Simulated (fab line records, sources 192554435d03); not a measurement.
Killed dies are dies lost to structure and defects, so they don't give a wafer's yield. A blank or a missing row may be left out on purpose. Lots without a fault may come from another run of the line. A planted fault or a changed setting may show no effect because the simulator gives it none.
Which tool did it? | flow n5_finfet | 24 lots, 72 wafers sampled, at 6 steps of a route of 1938

WHAT THE GAUGES READ, wafer by wafer
N5_BEOL_M5_OVL_MEAS_29. Usual: V4_OVL -0.3 nm, standard deviation 0.68.
lot  | measured     | on         | V4_OVL (nm)    | flag
L074 | day 9 20:47  | overlay-01 | -1.9 -0.2 -1.4 |
L075 | day 10 00:22 | overlay-02 | 0.8 -1.1 -1.7  |
L076 | day 10 00:16 | overlay-02 | 0.1 0.8 -0.9   |
L077 | day 10 08:32 | overlay-01 | -0.2 -1.0 -0.9 |
L078 | day 10 19:08 | overlay-02 | -0.3 -0.6 0.1  |
L079 | day 10 22:32 | overlay-02 | 0.5 -0.3 -0.4  |
L080 | day 11 05:36 | overlay-02 | 0.6 0.0 0.2    |
L081 | day 11 06:44 | overlay-01 | -0.2 -0.5 0.0  |
L082 | day 11 12:22 | overlay-01 | 0.3 0.4 0.0    |
L085 | day 11 16:11 | overlay-02 | -0.7 -1.2 -0.5 |
L083 | day 11 21:47 | overlay-01 | 0.0 -0.1 -0.9  |
L084 | day 12 13:19 | overlay-02 | 0.0 -0.8 -0.7  |
L087 | day 12 14:23 | overlay-02 | 0.0 -1.3 -0.1  |
L086 | day 12 17:21 | overlay-02 | -0.6 -0.4 -0.7 |
L089 | day 12 17:17 | overlay-01 | 1.2 0.0 -0.9   |
L088 | day 13 07:52 | overlay-01 | -0.7 0.4 -0.4  |
L090 | day 13 08:44 | overlay-01 | -1.7 -0.7 -1.1 |
L091 | day 14 02:38 | overlay-01 | 0.3 0.7 1.1    |
L092 | day 14 08:40 | overlay-01 | 0.0 -0.7 0.1   |
L094 | day 14 12:03 | overlay-02 | -1.1 -1.0 -0.1 |
L093 | day 14 12:13 | overlay-01 | -0.1 0.0 -0.1  |
L095 | day 14 17:14 | overlay-01 | -0.5 0.0 -0.1  |
L096 | day 14 17:25 | overlay-02 | 0.3 0.5 0.0    |
L097 | day 15 14:10 | overlay-02 | 0.4 0.1 -0.7   |

WHICH TOOL RAN EACH LOT (tool, then ch and the chambers of the sampled wafers, then the start)
lot  | N5_BEOL_M4_SPUTTER_88        | N5_BEOL_M4_ANNEAL_91         | N5_BEOL_M4_ANNEAL_93         | N5_BEOL_M4_SPUTTER_96        | N5_BEOL_M5_HM_DEP_02
L074 | pvd_sputter-03, day 9 11:25  | pvd_sputter-03, day 9 11:43  | pvd_sputter-03, day 9 11:56  | pvd_sputter-03, day 9 12:17  | pvd_sputter-02, day 9 16:44
L075 | pvd_sputter-03, day 9 14:59  | pvd_sputter-03, day 9 15:17  | pvd_sputter-03, day 9 15:31  | pvd_sputter-03, day 9 15:52  | pvd_sputter-03, day 9 20:01
L076 | pvd_sputter-01, day 9 17:09  | pvd_sputter-01, day 9 17:27  | pvd_sputter-01, day 9 17:40  | pvd_sputter-01, day 9 18:02  | pvd_sputter-03, day 9 20:56
L077 | pvd_sputter-02, day 9 23:21  | pvd_sputter-02, day 9 23:39  | pvd_sputter-02, day 9 23:52  | pvd_sputter-02, day 10 00:14 | pvd_sputter-02, day 10 05:23
L078 | pvd_sputter-03, day 10 11:11 | pvd_sputter-03, day 10 11:29 | pvd_sputter-03, day 10 11:42 | pvd_sputter-03, day 10 12:04 | pvd_sputter-03, day 10 16:01
L079 | pvd_sputter-03, day 10 14:07 | pvd_sputter-03, day 10 14:25 | pvd_sputter-03, day 10 14:38 | pvd_sputter-03, day 10 15:00 | pvd_sputter-01, day 10 19:47
L080 | pvd_sputter-02, day 10 22:17 | pvd_sputter-02, day 10 22:35 | pvd_sputter-02, day 10 22:48 | pvd_sputter-02, day 10 23:10 | pvd_sputter-01, day 11 02:59
L081 | pvd_sputter-02, day 11 01:02 | pvd_sputter-02, day 11 01:20 | pvd_sputter-02, day 11 01:34 | pvd_sputter-02, day 11 01:55 | pvd_sputter-03, day 11 04:55
L082 | pvd_sputter-02, day 11 02:53 | pvd_sputter-02, day 11 03:11 | pvd_sputter-02, day 11 03:24 | pvd_sputter-02, day 11 03:46 | pvd_sputter-03, day 11 07:29
L085 | pvd_sputter-03, day 11 09:55 | pvd_sputter-03, day 11 10:13 | pvd_sputter-03, day 11 10:26 | pvd_sputter-03, day 11 10:48 | pvd_sputter-01, day 11 14:10
L083 | pvd_sputter-03, day 11 15:07 | pvd_sputter-03, day 11 15:25 | pvd_sputter-03, day 11 15:38 | pvd_sputter-03, day 11 16:00 | pvd_sputter-01, day 11 18:53
L084 | pvd_sputter-02, day 12 07:30 | pvd_sputter-02, day 12 07:50 | pvd_sputter-02, day 12 08:05 | pvd_sputter-02, day 12 08:29 | pvd_sputter-01, day 12 11:58
L087 | pvd_sputter-01, day 12 07:40 | pvd_sputter-01, day 12 07:58 | pvd_sputter-01, day 12 08:11 | pvd_sputter-01, day 12 08:32 | pvd_sputter-01, day 12 12:04
L086 | pvd_sputter-03, day 12 08:54 | pvd_sputter-03, day 12 09:12 | pvd_sputter-03, day 12 09:25 | pvd_sputter-03, day 12 09:47 | pvd_sputter-01, day 12 12:38
L089 | pvd_sputter-01, day 12 10:55 | pvd_sputter-01, day 12 11:13 | pvd_sputter-01, day 12 11:26 | pvd_sputter-01, day 12 11:48 | pvd_sputter-01, day 12 15:11
L088 | pvd_sputter-02, day 13 01:38 | pvd_sputter-02, day 13 01:56 | pvd_sputter-02, day 13 02:09 | pvd_sputter-02, day 13 02:31 | pvd_sputter-02, day 13 06:25
L090 | pvd_sputter-03, day 13 01:57 | pvd_sputter-03, day 13 02:15 | pvd_sputter-03, day 13 02:28 | pvd_sputter-03, day 13 02:50 | pvd_sputter-03, day 13 07:13
L091 | pvd_sputter-01, day 13 17:26 | pvd_sputter-01, day 13 17:44 | pvd_sputter-01, day 13 17:57 | pvd_sputter-01, day 13 18:19 | pvd_sputter-01, day 13 22:50
L092 | pvd_sputter-03, day 13 23:01 | pvd_sputter-03, day 13 23:19 | pvd_sputter-03, day 13 23:32 | pvd_sputter-03, day 13 23:53 | pvd_sputter-03, day 14 03:10
L094 | pvd_sputter-01, day 14 01:26 | pvd_sputter-01, day 14 01:44 | pvd_sputter-01, day 14 01:58 | pvd_sputter-01, day 14 02:19 | pvd_sputter-01, day 14 09:01
L093 | pvd_sputter-02, day 14 01:34 | pvd_sputter-02, day 14 01:52 | pvd_sputter-02, day 14 02:05 | pvd_sputter-02, day 14 02:26 | pvd_sputter-01, day 14 08:49
L095 | pvd_sputter-01, day 14 07:39 | pvd_sputter-01, day 14 07:57 | pvd_sputter-01, day 14 08:10 | pvd_sputter-01, day 14 08:32 | pvd_sputter-01, day 14 12:33
L096 | pvd_sputter-03, day 14 11:02 | pvd_sputter-03, day 14 11:20 | pvd_sputter-03, day 14 11:34 | pvd_sputter-03, day 14 11:55 | pvd_sputter-02, day 14 14:44
L097 | pvd_sputter-01, day 15 04:50 | pvd_sputter-01, day 15 05:08 | pvd_sputter-01, day 15 05:22 | pvd_sputter-01, day 15 05:43 | pvd_sputter-02, day 15 10:47
- N5_BEOL_M4_SPUTTER_88: material Cu, target thk 4.5 nm, time 8.29 s.
- N5_BEOL_M4_ANNEAL_91: time 240 s.
- N5_BEOL_M4_ANNEAL_93: time 240 s.
- N5_BEOL_M4_SPUTTER_96: material Cu, target thk 4.5 nm, time 8.29 s.
- N5_BEOL_M5_HM_DEP_02: deposits TiN, target thk 20 nm.

WHAT THE TOOLS THEMSELVES READ (means of the sampled wafers that have a number; where no wafer has one, the mark that the record gives instead)
N5_BEOL_M4_SPUTTER_88. Usual: throttle_valve_pct 29.9 %, standard deviation 1.5.
lot  | tool           | throttle_valve_pct (%) | flag
L074 | pvd_sputter-03 | 29.1                   |
L075 | pvd_sputter-03 | 28.2                   |
L076 | pvd_sputter-01 | 31.7                   |
L077 | pvd_sputter-02 | 29.9                   |
L078 | pvd_sputter-03 | 29.2                   |
L079 | pvd_sputter-03 | 29.6                   |
L080 | pvd_sputter-02 | 29.8                   |
L081 | pvd_sputter-02 | 29.4                   |
L082 | pvd_sputter-02 | 29.5                   |
L085 | pvd_sputter-03 | 29.3                   |
L083 | pvd_sputter-03 | 28.2                   |
L084 | pvd_sputter-02 | 29.7                   |
L087 | pvd_sputter-01 | 29.7                   |
L086 | pvd_sputter-03 | 30.5                   |
L089 | pvd_sputter-01 | 31.0                   |
L088 | pvd_sputter-02 | 29.6                   |
L090 | pvd_sputter-03 | 28.7                   |
L091 | pvd_sputter-01 | 31.6                   |
L092 | pvd_sputter-03 | 29.4                   |
L094 | pvd_sputter-01 | 31.1                   |
L093 | pvd_sputter-02 | 28.8                   |
L095 | pvd_sputter-01 | 31.7                   |
L096 | pvd_sputter-03 | 29.6                   |
L097 | pvd_sputter-01 | 31.1                   |

N5_BEOL_M4_ANNEAL_91. Usual: heater_power_w 790 W, standard deviation 86; susceptor_temp_C_max 401.1, standard deviation 0.48.
lot  | tool           | heater_power_w (W) | susceptor_temp_C_max | flag
L074 | pvd_sputter-03 | 815                | 401.9                |
L075 | pvd_sputter-03 | 831                | 400.8                |
L076 | pvd_sputter-01 | 763                | 401.3                |
L077 | pvd_sputter-02 | 760                | 401.6                |
L078 | pvd_sputter-03 | 803                | 401.1                |
L079 | pvd_sputter-03 | 772                | 401.0                |
L080 | pvd_sputter-02 | 731                | 401.2                |
L081 | pvd_sputter-02 | 806                | 401.1                |
L082 | pvd_sputter-02 | 796                | 400.7                |
L085 | pvd_sputter-03 | 783                | 400.7                |
L083 | pvd_sputter-03 | 829                | 401.1                |
L084 | pvd_sputter-02 | 754                | 401.0                |
L087 | pvd_sputter-01 | 887                | 400.9                |
L086 | pvd_sputter-03 | 741                | 401.0                |
L089 | pvd_sputter-01 | 866                | 400.8                |
L088 | pvd_sputter-02 | 763                | 400.7                |
L090 | pvd_sputter-03 | 798                | 401.1                |
L091 | pvd_sputter-01 | 766                | 401.1                |
L092 | pvd_sputter-03 | 778                | 400.8                |
L094 | pvd_sputter-01 | 876                | 401.2                |
L093 | pvd_sputter-02 | 819                | 401.2                |
L095 | pvd_sputter-01 | 752                | 401.2                |
L096 | pvd_sputter-03 | 778                | 401.1                |
L097 | pvd_sputter-01 | 851                | 400.8                |

N5_BEOL_M4_ANNEAL_93. Usual: heater_power_w 791 W, standard deviation 86; susceptor_temp_C_max 401.1, standard deviation 0.51.
lot  | tool           | heater_power_w (W) | susceptor_temp_C_max | flag
L074 | pvd_sputter-03 | 814                | 401.2                |
L075 | pvd_sputter-03 | 829                | 400.9                |
L076 | pvd_sputter-01 | 757                | 401.0                |
L077 | pvd_sputter-02 | 771                | 401.5                |
L078 | pvd_sputter-03 | 801                | 400.5                |
L079 | pvd_sputter-03 | 777                | 400.8                |
L080 | pvd_sputter-02 | 729                | 401.2                |
L081 | pvd_sputter-02 | 798                | 400.9                |
L082 | pvd_sputter-02 | 800                | 401.0                |
L085 | pvd_sputter-03 | 773                | 400.9                |
L083 | pvd_sputter-03 | 828                | 401.3                |
L084 | pvd_sputter-02 | 736                | 401.2                |
L087 | pvd_sputter-01 | 889                | 400.9                |
L086 | pvd_sputter-03 | 746                | 401.3                |
L089 | pvd_sputter-01 | 868                | 401.1                |
L088 | pvd_sputter-02 | 773                | 401.1                |
L090 | pvd_sputter-03 | 798                | 400.9                |
L091 | pvd_sputter-01 | 780                | 401.1                |
L092 | pvd_sputter-03 | 792                | 400.9                |
L094 | pvd_sputter-01 | 874                | 400.9                |
L093 | pvd_sputter-02 | 827                | 401.4                |
L095 | pvd_sputter-01 | 766                | 401.2                |
L096 | pvd_sputter-03 | 791                | 401.0                |
L097 | pvd_sputter-01 | 871                | 400.7                |

N5_BEOL_M4_SPUTTER_96. Usual: throttle_valve_pct 29.9 %, standard deviation 1.5.
lot  | tool           | throttle_valve_pct (%) | flag
L074 | pvd_sputter-03 | 29.0                   |
L075 | pvd_sputter-03 | 28.3                   |
L076 | pvd_sputter-01 | 31.6                   |
L077 | pvd_sputter-02 | 29.6                   |
L078 | pvd_sputter-03 | 29.0                   |
L079 | pvd_sputter-03 | 29.5                   |
L080 | pvd_sputter-02 | 29.7                   |
L081 | pvd_sputter-02 | 29.5                   |
L082 | pvd_sputter-02 | 29.4                   |
L085 | pvd_sputter-03 | 29.4                   |
L083 | pvd_sputter-03 | 28.2                   |
L084 | pvd_sputter-02 | 29.7                   |
L087 | pvd_sputter-01 | 29.7                   |
L086 | pvd_sputter-03 | 30.4                   |
L089 | pvd_sputter-01 | 31.0                   |
L088 | pvd_sputter-02 | 29.4                   |
L090 | pvd_sputter-03 | 28.8                   |
L091 | pvd_sputter-01 | 31.7                   |
L092 | pvd_sputter-03 | 29.2                   |
L094 | pvd_sputter-01 | 31.0                   |
L093 | pvd_sputter-02 | 28.7                   |
L095 | pvd_sputter-01 | 31.8                   |
L096 | pvd_sputter-03 | 29.5                   |
L097 | pvd_sputter-01 | 31.1                   |

N5_BEOL_M5_HM_DEP_02. Usual: throttle_valve_pct 30.3 %, standard deviation 1.5.
lot  | tool           | throttle_valve_pct (%) | flag
L074 | pvd_sputter-02 | 29.1                   |
L075 | pvd_sputter-03 | 29.7                   |
L076 | pvd_sputter-03 | 29.5                   |
L077 | pvd_sputter-02 | 30.6                   |
L078 | pvd_sputter-03 | 28.6                   |
L079 | pvd_sputter-01 | 30.3                   |
L080 | pvd_sputter-01 | 31.7                   |
L081 | pvd_sputter-03 | 28.4                   |
L082 | pvd_sputter-03 | 29.7                   |
L085 | pvd_sputter-01 | 31.3                   |
L083 | pvd_sputter-01 | 31.9                   |
L084 | pvd_sputter-01 | 32.2                   |
L087 | pvd_sputter-01 | 32.3                   |
L086 | pvd_sputter-01 | 31.3                   |
L089 | pvd_sputter-01 | 30.3                   |
L088 | pvd_sputter-02 | 29.4                   |
L090 | pvd_sputter-03 | 29.7                   |
L091 | pvd_sputter-01 | 31.3                   |
L092 | pvd_sputter-03 | 29.9                   |
L094 | pvd_sputter-01 | 30.3                   |
L093 | pvd_sputter-01 | 31.0                   |
L095 | pvd_sputter-01 | 29.8                   |
L096 | pvd_sputter-02 | 30.4                   |
L097 | pvd_sputter-02 | 30.3                   |

THE ANSWER, worked out from the rows above alone
Rule: a lot is off if the mean of its wafers that have a number lies more than 3 standard deviations from the usual mean. A lot without any number at a reading at which 4 lots or more have one is off too. The other lots that the step has rows for count as sound. The gauges are gone through in route order, then the tools' own readings, and for those a lot's mean is taken as printed above. The first step at which some lot is off is used, and at that step the reading that is off furthest; a lot without a number counts as furthest.
No lot is off at any reading shown: from this, nothing can be told.

WHAT THE SIMULATOR HAD PUT IN
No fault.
